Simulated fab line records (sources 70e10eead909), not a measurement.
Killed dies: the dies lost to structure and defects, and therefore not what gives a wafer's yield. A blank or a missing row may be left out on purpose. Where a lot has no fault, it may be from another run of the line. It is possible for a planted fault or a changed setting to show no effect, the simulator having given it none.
Chamber matching / flow nandHarc / 4 sister chambers for NHARC_A_WL_FILL_STRIP_29 on rieDiel-02
The step strips in O2, time 20 s. 14 wafers are shown with their chamber, then 7 later ones without.

WAFERS WITH THEIR CHAMBER
wafer=L076.1; chamber=2; showerheadPlenumPTorr (Torr)=3.65; drypumpMotorCurrentA (A)=5.5; oesProductAu (a.u.)=0.988
wafer=L076.2; chamber=1; showerheadPlenumPTorr (Torr)=3.64; drypumpMotorCurrentA (A)=6.1; oesProductAu (a.u.)=0.989
wafer=L076.6; chamber=2; showerheadPlenumPTorr (Torr)=3.65; drypumpMotorCurrentA (A)=5.5; oesProductAu (a.u.)=0.993
wafer=L082.2; chamber=2; showerheadPlenumPTorr (Torr)=3.65; drypumpMotorCurrentA (A)=5.5; oesProductAu (a.u.)=0.996
wafer=L082.3; chamber=0; showerheadPlenumPTorr (Torr)=3.50; drypumpMotorCurrentA (A)=5.8; oesProductAu (a.u.)=0.994
wafer=L082.6; chamber=0; showerheadPlenumPTorr (Torr)=3.50; drypumpMotorCurrentA (A)=5.7; oesProductAu (a.u.)=0.986
wafer=L084.1; chamber=3; showerheadPlenumPTorr (Torr)=3.41; drypumpMotorCurrentA (A)=6.6; oesProductAu (a.u.)=1.012
wafer=L084.4; chamber=1; showerheadPlenumPTorr (Torr)=3.64; drypumpMotorCurrentA (A)=6.1; oesProductAu (a.u.)=1.007
wafer=L084.6; chamber=0; showerheadPlenumPTorr (Torr)=3.50; drypumpMotorCurrentA (A)=5.8; oesProductAu (a.u.)=1.004
wafer=L087.1; chamber=2; showerheadPlenumPTorr (Torr)=3.64; drypumpMotorCurrentA (A)=5.5; oesProductAu (a.u.)=1.002
wafer=L087.4; chamber=1; showerheadPlenumPTorr (Torr)=3.64; drypumpMotorCurrentA (A)=6.1; oesProductAu (a.u.)=1.006
wafer=L087.5; chamber=3; showerheadPlenumPTorr (Torr)=3.41; drypumpMotorCurrentA (A)=6.6; oesProductAu (a.u.)=1.008
wafer=L085.1; chamber=3; showerheadPlenumPTorr (Torr)=3.41; drypumpMotorCurrentA (A)=6.6; oesProductAu (a.u.)=1.006
wafer=L085.3; chamber=0; showerheadPlenumPTorr (Torr)=3.50; drypumpMotorCurrentA (A)=5.7; oesProductAu (a.u.)=1.003

SIGNATURES (means of the wafers above)
reading=showerheadPlenumPTorr; chamber 0=3.5000; chamber 1=3.6400; chamber 2=3.6475; chamber 3=3.4100; scatter within a chamber=0.00274
reading=drypumpMotorCurrentA; chamber 0=5.750; chamber 1=6.100; chamber 2=5.500; chamber 3=6.600; scatter within a chamber=0.0316
reading=oesProductAu; chamber 0=0.99675; chamber 1=1.00067; chamber 2=0.99475; chamber 3=1.00867; scatter within a chamber=0.00735
Rule: for each reading, subtract the chamber's mean from the wafer's reading, divide by that reading's scatter and square the result; add these up over the readings and take the root, which gives the wafer's distance from the chamber. The wafer belongs to the nearest chamber; if the next one is less than 2 further off, it can't be placed. The scatter: take each reading less its chamber's mean, square it, sum over the shown wafers, divide by the number of wafers less the number of chambers, and take the root.

WAFERS WITH NO CHAMBER GIVEN
wafer=L085.6; showerheadPlenumPTorr (Torr)=3.64; drypumpMotorCurrentA (A)=6.1; oesProductAu (a.u.)=1.005
wafer=L092.2; showerheadPlenumPTorr (Torr)=3.50; drypumpMotorCurrentA (A)=5.7; oesProductAu (a.u.)=1.000
wafer=L092.3; showerheadPlenumPTorr (Torr)=3.64; drypumpMotorCurrentA (A)=5.5; oesProductAu (a.u.)=1.012
wafer=L092.6; showerheadPlenumPTorr (Torr)=3.64; drypumpMotorCurrentA (A)=6.1; oesProductAu (a.u.)=1.006
wafer=L094.4; showerheadPlenumPTorr (Torr)=3.41; drypumpMotorCurrentA (A)=6.6; oesProductAu (a.u.)=1.011
wafer=L094.5; showerheadPlenumPTorr (Torr)=3.64; drypumpMotorCurrentA (A)=5.5; oesProductAu (a.u.)=1.003
wafer=L094.6; showerheadPlenumPTorr (Torr)=3.41; drypumpMotorCurrentA (A)=6.6; oesProductAu (a.u.)=0.999

WHICH CHAMBER EACH WENT THROUGH
wafer=L085.6; from the rows above=1; in truth=1
wafer=L092.2; from the rows above=0; in truth=0
wafer=L092.3; from the rows above=2; in truth=2
wafer=L092.6; from the rows above=1; in truth=1
wafer=L094.4; from the rows above=3; in truth=3
wafer=L094.5; from the rows above=2; in truth=2
wafer=L094.6; from the rows above=3; in truth=3
Placed correctly: 7 of 7. From these rows, 0 cannot be placed. Number placed wrongly: 0.
